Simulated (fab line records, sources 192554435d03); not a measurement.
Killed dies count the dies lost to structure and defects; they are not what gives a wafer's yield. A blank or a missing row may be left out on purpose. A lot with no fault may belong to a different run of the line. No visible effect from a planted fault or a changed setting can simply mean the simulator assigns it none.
Which of the tools did it?    flow n5_finfet    11 lots, 33 wafers sampled, at 4 steps of a route of 1938

WHAT EACH GAUGE READ, for each wafer
N5_PASSIVATION_OVL_MEAS_63. Usual: PAD_OVL gives -5 nm (standard deviation 6.8).
lot   measured      on          PAD_OVL (nm)  flag
L951  day 12 02:35  overlay-02  -7 -11 -4     
L953  day 12 11:30  overlay-01  -9 -6 -1      
L956  day 13 01:22  overlay-01  -6 -14 -3     
L958  day 13 12:48  overlay-01  -23 -11 -15   
L959  day 13 16:54  overlay-02  -10 -1 -12    
L966  day 15 18:37  overlay-01  -8 -4 -10     
L968  day 16 09:13  overlay-02  -3 -5 -7      
L971  day 17 02:43  overlay-02  1 4 2         
L972  day 17 08:46  overlay-01  -15 -11 -24   
L973  day 17 05:59  overlay-02  0 0 -9        
L974  day 18 09:11  overlay-01  -5 -6 -5      

WHICH TOOL RAN EACH LOT (tool, then ch and the chambers of the sampled wafers, then the start)
lot   N5_GATE_CUT_VAPOR_ETCH_49          N5_MIM_BOT_LITHO_DESCUM_10          N5_MIM_BOT_ETCH_ETCH_03
L951  rie_metal-01 ch 0,1, day 4 17:46   rie_diel-04 ch 0,2,3, day 11 22:58  rie_metal-03 ch 0, day 11 23:07
L953  rie_metal-03 ch 0,1, day 5 05:43   rie_diel-04 ch 1,3, day 12 07:38    rie_metal-02 ch 0,1, day 12 07:50
L956  rie_metal-02 ch 0,1, day 5 22:10   rie_diel-02 ch 0,1,2, day 12 20:19  rie_metal-02 ch 0,1, day 12 20:30
L958  rie_metal-01 ch 0,1, day 6 11:34   rie_diel-04 ch 0,2,3, day 13 08:50  rie_metal-03 ch 0,1, day 13 08:59
L959  rie_metal-01 ch 0,1, day 6 17:18   rie_diel-02 ch 0,3, day 13 13:29    rie_metal-02 ch 0, day 13 13:39
L966  rie_metal-01 ch 1, day 8 09:23     rie_diel-04 ch 1,2, day 15 14:28    rie_metal-03 ch 0,1, day 15 14:41
L968  rie_metal-01 ch 0,1, day 8 20:07   rie_diel-04 ch 0,1,2, day 16 05:27  rie_metal-01 ch 0, day 16 05:36
L971  rie_metal-02 ch 0,1, day 9 13:25   rie_diel-04 ch 0,1,3, day 16 22:36  rie_metal-01 ch 0, day 16 22:51
L972  rie_metal-02 ch 0,1, day 9 17:07   rie_diel-05 ch 0,2,3, day 17 03:40  rie_metal-01 ch 0, day 17 03:50
L973  rie_metal-03 ch 0,1, day 9 21:55   rie_diel-04 ch 0,2,3, day 17 02:23  rie_metal-03 ch 0,1, day 17 02:32
L974  rie_metal-03 ch 0,1, day 10 07:23  rie_diel-02 ch 0,2,3, day 18 05:18  rie_metal-02 ch 0, day 18 05:33
- N5_GATE_CUT_VAPOR_ETCH_49: etches TiAlC in BCl3/Cl2.
- N5_MIM_BOT_LITHO_DESCUM_10: chemistry O2, time 7.9 s.
- N5_MIM_BOT_ETCH_ETCH_03: etches the open film in Cl2/BCl3, target depth 12 nm.

AS READ BY THE TOOLS THEMSELVES (means over the sampled wafers that have a number; for cases with no such wafer, the mark the record gives instead)
N5_GATE_CUT_VAPOR_ETCH_49. Usual: drypump_motor_current_A 5.8 A, standard deviation 0.4; oes_product_au 0.75 a.u., standard deviation 0.12.
lot   tool          drypump_motor_current_A (A)  oes_product_au (a.u.)  flag
L951  rie_metal-01  5.3                          0.66                   
L953  rie_metal-03  6.0                          0.71                   
L956  rie_metal-02  5.7                          0.79                   
L958  rie_metal-01  5.6                          0.67                   
L959  rie_metal-01  5.6                          0.66                   
L966  rie_metal-01  6.0                          0.68                   
L968  rie_metal-01  5.3                          0.64                   
L971  rie_metal-02  5.7                          0.76                   
L972  rie_metal-02  5.7                          0.75                   
L973  rie_metal-03  6.0                          0.69                   
L974  rie_metal-03  6.0                          0.69                   

N5_MIM_BOT_LITHO_DESCUM_10. Usual: drypump_motor_current_A 5.4 A, standard deviation 0.38; oes_product_au 0.80 a.u., standard deviation 0.1; rf_vpp_V 243.0 V, standard deviation 1.5; showerhead_plenum_p_Torr 2.08 Torr, standard deviation 0.086; temp_c 40.00 C, standard deviation 0.12; throttle_valve_pct 20.34 %, standard deviation 0.15.
lot   tool         drypump_motor_current_A (A)  oes_product_au (a.u.)  rf_vpp_V (V)  showerhead_plenum_p_Torr (Torr)  temp_c (C)  throttle_valve_pct (%)  flag
L951  rie_diel-04  5.4                          0.73                   242.2         1.99                             40.01       20.42                   
L953  rie_diel-04  5.5                          0.68                   242.9         2.02                             39.98       20.42                   
L956  rie_diel-02  5.5                          0.73                   243.2         2.08                             39.94       20.42                   
L958  rie_diel-04  5.4                          0.72                   241.8         1.99                             39.96       20.44                   
L959  rie_diel-02  5.6                          0.74                   242.9         2.02                             39.88       20.43                   
L966  rie_diel-04  5.1                          0.88                   244.0         2.10                             40.16       20.37                   
L968  rie_diel-04  5.3                          0.89                   243.7         2.12                             40.02       20.27                   
L971  rie_diel-04  5.6                          0.94                   244.7         2.18                             40.07       20.15                   
L972  rie_diel-05  5.5                          0.82                   244.5         2.14                             40.06       20.21                   
L973  rie_diel-04  5.4                          0.90                   243.4         2.15                             39.93       20.20                   
L974  rie_diel-02  5.7                          0.89                   243.9         2.15                             39.99       20.23                   

N5_MIM_BOT_ETCH_ETCH_03. Usual: drypump_motor_current_A 5.7 A, standard deviation 0.47; oes_product_au 0.82 a.u., standard deviation 0.11; throttle_valve_pct 27.64 %, standard deviation 0.28.
lot   tool          drypump_motor_current_A (A)  oes_product_au (a.u.)  throttle_valve_pct (%)  flag
L951  rie_metal-03  6.0                          0.81                   27.94                   
L953  rie_metal-02  5.7                          0.74                   27.81                   
L956  rie_metal-02  5.9                          0.81                   27.63                   
L958  rie_metal-03  6.0                          0.85                   27.79                   
L959  rie_metal-02  6.1                          0.86                   27.43                   
L966  rie_metal-03  6.0                          0.83                   27.80                   
L968  rie_metal-01  4.9                          0.91                   27.29                   
L971  rie_metal-01  4.9                          0.89                   27.30                   
L972  rie_metal-01  4.9                          0.88                   27.31                   
L973  rie_metal-03  6.1                          0.81                   27.81                   
L974  rie_metal-02  6.1                          0.84                   27.47                   

THE ANSWER, worked out from the rows above alone
Rule: a lot is off if the mean of its wafers that have a number lies more than 3 standard deviations from the usual mean. Also off: a lot with no number at a reading for which 4 or more lots have one. All remaining lots with rows at the step are treated as sound. First the gauges in route order, then the tools' own readings, where a lot's mean is used as printed above. The first step at which some lot is off is used, and at that step the reading that is off furthest; a lot without a number counts as furthest.
None of the lots is off at any reading shown; this tells nothing.

WHAT HAD BEEN PUT IN BY THE SIMULATOR
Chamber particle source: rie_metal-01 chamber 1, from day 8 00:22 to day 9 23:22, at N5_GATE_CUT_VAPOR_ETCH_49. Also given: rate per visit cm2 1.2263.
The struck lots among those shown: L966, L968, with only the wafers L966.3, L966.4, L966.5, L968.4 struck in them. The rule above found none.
